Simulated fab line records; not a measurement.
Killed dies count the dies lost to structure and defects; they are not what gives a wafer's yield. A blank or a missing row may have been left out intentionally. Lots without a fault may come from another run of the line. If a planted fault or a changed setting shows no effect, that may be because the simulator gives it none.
Struck lot and sound lot, side by side	flow nand-harc	12 out of 1302 route steps
Sound: the wafers L863.1, L863.4, L863.6. Struck: wafer L877.2 (L877.3, L877.5, from the same lot, were not struck and are left out); the cause is given at the end.
Each step with rows lists, per side, the tool, then ch with its chambers, then its first start. Under that, the readings that differ: sound wafers	struck wafers	difference of the means	sigmas: that difference in standard deviations of wafers without a fault.
alike: readings whose means differ by less than 2 such deviations, and words and numbers that are the same on both sides. not compared: withheld readings, readings that some wafer has no value for, bounds like >300 that may hide the same value, and numbers for which the record gives no deviation and whose values overlap.
A row with sigmas, a row that says differs or no value, or rows on one side alone: a step with any of these is where the two part. Non-overlapping numbers with no deviation appear without sigmas and do not part them. A reading that every wafer of one side lacks parts them only if that side has two wafers or more.

first, 2 steps without rows for these wafers: NHARC_A_WL_FILL_ALD_02 (deposits TiN, target thk 2 nm, pulse time 3 s, ald cycles 100); NHARC_A_WL_FILL_CVD_03 (deposits W, target thk 40 nm, time 279 s).
NHARC_A_WL_FILL_ETCHBACK_04: etches the open film in NF3, target depth 60 nm, time 120 s.
  sound on rie-metal-02 ch 0,1, day 20 17:27; struck on rie-metal-02 ch 1, day 26 14:04
  alike: drypump-motor-current-A, oes-product-au
  not compared: rf-hours-counter-h
NHARC_A_WL_FILL_ETCHBACK_05: etches the open film in Cl2/BCl3, target depth 22 nm, time 60 s.
  sound on rie-metal-02 ch 0,1, day 20 17:43; struck on rie-metal-02 ch 1, day 26 14:19
  alike: drypump-motor-current-A, oes-product-au
  not compared: rf-hours-counter-h
NHARC_A_WL_FILL_STRIP_27: strips in N2/H2, time 20 s.
  sound on plasma-asher-02 ch 0,1, day 20 17:52; struck on plasma-asher-02 ch 0, day 26 14:27
  alike: drypump-motor-current-A, heater-power-w
  not compared: rf-hours-counter-h, rf-refl-power-W
then, 4 steps without rows for these wafers: NHARC_A_WL_FILL_STRIP_28 (strips in post etch residue remover, time 1200 s); NHARC_A_WL_FILL_PRECLEAN_06 (cleans in DIW, time 300 s); NHARC_A_WL_FILL_SRD_07; NHARC_A_WL_FILL_ANNEAL_08 (time 1800 s).
NHARC_A_WL_FILL_ALD_10: deposits SiO2, target thk 50 nm, pulse time 10 s, ald cycles 500.
  sound on ald-hk-02 ch 0,2,3, day 20 23:44; struck on ald-hk-01 ch 3, day 26 18:48
  alike: heater-power-outer-w, heater-power-w, precursor-pulse-height-rel
NHARC_A_WL_FILL_ETCHBACK_16: etches the open film in C4F8/O2/Ar, target depth 120 nm, time 24 s.
  sound on rie-diel-08 ch 0,2,3, day 21 03:52; struck on rie-diel-08 ch 0, day 26 22:55
reading	sound	struck	difference	sigmas
oes-product-au (a.u.)	0.997 1.005 0.996	1.376	+0.377	+16
  alike: rf-vpp-V
  not compared: rf-hours-counter-h
NHARC_A_WL_FILL_STRIP_29: strips in O2, time 20 s.
  sound on rie-diel-08 ch 2,3, day 21 03:58; struck on rie-diel-08 ch 1, day 26 23:01
reading	sound	struck	difference	sigmas
throttle-valve-pct (%)	17.028 17.043 17.034	17.017	-0.018	-2
  alike: drypump-motor-current-A, o2-flow-sccm, oes-product-au, rf-vpp-V, showerhead-plenum-p-Torr
  not compared: rf-hours-counter-h

## WHERE THEY PART
First at NHARC_A_WL_FILL_ETCHBACK_16; last, within this record, at NHARC_A_WL_FILL_STRIP_29.

WHY: what the simulator had put in
rie-diel-08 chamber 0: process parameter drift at NHARC_A_WL_FILL_ETCHBACK_16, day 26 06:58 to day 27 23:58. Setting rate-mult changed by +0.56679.
